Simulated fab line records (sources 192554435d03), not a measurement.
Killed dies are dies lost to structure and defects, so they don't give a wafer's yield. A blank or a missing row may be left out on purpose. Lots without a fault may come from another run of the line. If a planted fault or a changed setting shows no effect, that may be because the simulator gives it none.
Problem report in the 8D (eight disciplines) form, filled by code :: flow n5-finfet :: the parts of the form that need people (team, actions taken, sign-off) are left out

== 1. WHAT WENT WRONG ==
Wafers without a fault read 1500.1 rpm, standard deviation 0.88; spin-speed-rpm at N5_SD_EPI_P_COAT_03 reads a mean of 1567.2 rpm on 6 wafers belonging to 2 lots. Measured from the usual mean, that is +76 standard deviations.
The step: resist thk 150 nm.
Earliest sighting: wafer L790.1 on litho-track-01 at day 6 06:38. The record has a number at this step for 36 wafers belonging to 13 lots. Rule for "out", or "out of limits": more than 4 standard deviations from the usual mean. Any other wafer with a number is counted as sound.

== 2. WHAT IT IS; WHAT IT IS NOT ==
question: which readings at this step
is: spin-speed-rpm
is not: -

question: which lots
is: L790, L793
is not: L778, L779, L780, L783, L784, L785, L786, L787, L788, L794, L801

question: which wafers of those lots
is: all that have a number
is not: -

question: read on which tools
is: litho-track-01
is not: litho-track-02, litho-track-05

question: when
is: from day 6 06:38
is not: up to then (25 sound wafers); but 5 sound wafers of L794, L801 came after

== 3. WHAT RULES OUT EACH SUSPECT ==
Counting: any tool at a process step up to the reading is kept as a suspect provided that every lot that is out went through it and no sound lot did after the first of them.
- litho-track-01 at N5_SD_EPI_P_COAT_03 (resist thk 150 nm): kept. All lots that are out passed through it, beginning with L790 at day 6 06:38, and no sound lot followed; its final sound lot before that point was L788 at day 5 21:07. Its own readings are out on those wafers: spin-speed-rpm.
Remaining after the count: litho-track-01 at N5_SD_EPI_P_COAT_03.

== 4. THE CAUSE (what the simulator had put in) ==
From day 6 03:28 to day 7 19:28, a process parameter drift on litho-track-01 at N5_SD_EPI_P_COAT_03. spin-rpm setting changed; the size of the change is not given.
The count eliminated every tool but this one.

== 5. THE CHAIN OF EFFECTS, in route order ==
One row per reading whose mean, taken over the struck wafers that have a number, lies over 3 standard deviations from the usual. Scope: only readings with a usual standard deviation given in the record; hours: median across lots of the time from each lot's start at the first step in this table that gives one to its start at this step; sigmas: change in usual standard deviations.
hours: 0
step: N5_SD_EPI_P_COAT_03
reading: spin-speed-rpm
usual: 1500.1 rpm
on struck wafers: 1567.2
change: +67.2
sigmas: +76
Its process steps:
- N5_SD_EPI_P_COAT_03: resist thk 150 nm.

== 6. HOW IT WOULD HAVE BEEN CAUGHT EARLIER ==
First out-of-limits reading in this record: day 6 06:38, which is 3 hours after fault onset at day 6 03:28.
